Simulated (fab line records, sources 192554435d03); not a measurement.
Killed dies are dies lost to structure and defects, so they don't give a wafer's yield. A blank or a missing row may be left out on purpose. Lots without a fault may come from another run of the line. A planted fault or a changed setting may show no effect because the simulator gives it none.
A struck lot beside a sound one | flow n5_finfet | 15 steps out of a route of 1938
Sound: wafers L826.1, L826.3, L826.5. Struck: wafers L835.3, L835.5. (L835.2 of the same lot was not struck and is left out.) The cause comes at the end.
At each step with rows: each side's tool, then ch and its chambers, then its first start. Under that, the readings that differ: sound wafers | struck wafers | difference of the means | sigmas: that difference in standard deviations of wafers without a fault.
alike: readings whose means differ by less than 2 such deviations, and words and numbers that are the same on both sides. not compared: withheld readings, readings that some wafer has no value for, bounds like >300 that may hide the same value, and numbers for which the record gives no deviation and whose values overlap.
The two part at a step that has a row with sigmas, a row that says differs or no value, or rows on one side only. Numbers that don't overlap but have no deviation are shown without sigmas and don't part them. A reading that every wafer of one side lacks parts them only if that side has two wafers or more.

N5_BEOL_M4_CO_CAP_55: material Co, precursor CCTBA/H2, target thk 2 nm, time 102.1 s.
  sound on cvd_co-02 ch 1,2, day 11 01:59; struck on cvd_co-02 ch 1, day 12 12:35
  alike: heater_power_w
  not compared: since_wet_clean_h
then, 2 steps without rows for these wafers: N5_BEOL_M4_PRE_CLEAN_56 (time 15 s); N5_BEOL_M4_DEP_57 (deposits SiCN from 3MS/NH3, target thk 8 nm, time 14 s).
N5_BEOL_M4_RS_MEAS_58: measures by four-point-probe.
  sound on film_metro-02, day 11 02:17; struck on film_metro-01, day 12 12:46
  alike: M4_RS
N5_BEOL_M4_INSPECT_59: inspects for defects (darkfield).
  sound on defect_inspect-02, day 11 02:19; struck on defect_inspect-02, day 12 12:47
  alike: raw_defect_count
N5_BEOL_M4_RC_MEAS_101:
  sound on prober-01 ch 0, day 11 02:20; struck on prober-02 ch 0, day 12 12:58
  alike: DIBL_N, DIBL_P, IOFF_N, IOFF_P, ION_N, ION_P, SS_N, SS_P, VT_N, VT_P
N5_BEOL_M5_ILD_DEP_00: deposits SiCOH lowk from DEMS/porogen, target thk 140.64 nm, time 25.9 s.
  sound on pecvd-02 ch 0,1,2, day 11 03:19; struck on pecvd-04 ch 0,2, day 12 13:47
  alike: heater_power_w, showerhead_plenum_p_Torr, throttle_valve_pct
  not compared: since_wet_clean_h
N5_BEOL_M5_CURE_79: cures SiCOH lowk, time 240 s.
  sound on uv_cure-03 ch 1, day 11 03:23; struck on uv_cure-01 ch 0, day 12 13:55
  alike: lamp_power_pct, wafer_temp_C_max
N5_BEOL_M5_THK_MEAS_01:
  sound on film_metro-01, day 11 03:53; struck on film_metro-02, day 12 14:21
  alike: M5_ILD_THK
N5_BEOL_M5_PECVD_70: deposits SiO2 from TEOS/O2, target thk 16 nm, time 18 s.
  sound on pecvd-02 ch 0,2, day 11 03:56; struck on pecvd-03 ch 0,1, day 12 14:23
  alike: heater_power_w, showerhead_plenum_p_Torr, throttle_valve_pct
  not compared: since_wet_clean_h
N5_BEOL_M5_HM_DEP_02: deposits TiN, target thk 20 nm.
  sound on pvd_sputter-03, day 11 04:22; struck on pvd_sputter-02, day 12 16:26
  alike: throttle_valve_pct
then, 1 step without rows for these wafers: N5_BEOL_M5_COAT_59 (time 60 s, resist thk 60 nm).
N5_BEOL_M5_COAT_60: time 60 s, resist thk 12 nm.
  sound on litho_track-05 ch 0, day 11 04:30; struck on litho_track-05 ch 0, day 12 16:34
  reading                  | sound             | struck      | difference | sigmas
  heater_power_total_W (W) | 429.7 427.9 426.4 | 471.7 471.2 | +43.4      | +22
  run_length_s (s)         | 65.73 65.95 65.74 | 56.84 57.09 | -8.84      | -49
then, 1 step without rows for these wafers: N5_BEOL_M5_COAT_71 (time 60 s, resist thk 5 nm).
-- the record jumps here: 4 days lie between the struck wafers' starts before and after (it left off in module BEOL_M5 and takes up again in module PASSIVATION, whose first step shown is number 1936 of the route) --
N5_PASSIVATION_PROBE_49:
  the record has rows for the struck wafers here (prober-01, day 16 15:58) and none for the sound ones

WHERE THEY PART
First at N5_BEOL_M5_COAT_60; last, within this record, at N5_PASSIVATION_PROBE_49.

WHY: what the simulator had put in
Process parameter drift: litho_track-05, from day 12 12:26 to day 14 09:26, at N5_BEOL_M5_COAT_60. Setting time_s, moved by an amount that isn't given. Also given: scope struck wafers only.
